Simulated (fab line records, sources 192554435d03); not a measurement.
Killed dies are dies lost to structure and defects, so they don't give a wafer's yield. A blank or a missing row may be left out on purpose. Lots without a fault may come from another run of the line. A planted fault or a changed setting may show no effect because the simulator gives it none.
Chamber matching | flow n5_finfet | N5_BEOL_M11_CURE_71 on uv_cure-02: 3 sister chambers
The step cures SiCOH lowk, time 240 s. 6 wafers are shown with their chamber, then 7 later ones without.

WAFERS WITH THEIR CHAMBER
wafer  | chamber | wafer_temp_C_max | lamp_power_pct (%)
L074.3 | 2       | 387.4            | 52.37
L074.5 | 2       | 386.7            | 52.28
L080.2 | 0       | 386.4            | 52.34
L080.4 | 0       | 386.4            | 52.38
L092.1 | 1       | 386.3            | 52.31
L092.2 | 1       | 386.6            | 52.40

WAFERS WITHOUT THEIR CHAMBER
wafer  | wafer_temp_C_max | lamp_power_pct (%)
L092.3 | 386.0            | 52.29
L095.1 | 386.3            | 52.29
L095.2 | 386.0            | 52.34
L095.3 | 386.0            | 52.33
L097.1 | 386.2            | 52.39
L097.3 | 385.8            | 52.36
L097.6 | 386.3            | 52.24

WHICH CHAMBER EACH WENT THROUGH
wafer  | from the rows above          | in truth
L092.3 | can't be placed: 0 or 1 or 2 | 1
L095.1 | can't be placed: 1 or 0 or 2 | 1
L095.2 | can't be placed: 0 or 1      | 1
L095.3 | can't be placed: 0 or 1 or 2 | 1
L097.1 | can't be placed: 0 or 1      | 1
L097.3 | can't be placed: 0 or 1      | 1
L097.6 | can't be placed: 1 or 0 or 2 | 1
Placed correctly: 0 of 7. Can't be placed from these rows: 7 (the true chamber is among the candidates in 7). Placed wrongly: 0.
How it was worked out, from the rows above alone: a wafer's distance from a chamber is the root of the sum, over the readings, of the square of ((its reading less the chamber's mean) divided by the reading's scatter). The wafer belongs to the nearest chamber; if the next one is less than 2 further off, it can't be placed. A chamber's mean is the mean of its shown wafers. The scatter: the root of (the sum of the squares of (reading less its chamber's mean) over the shown wafers, divided by (wafers less chambers)).
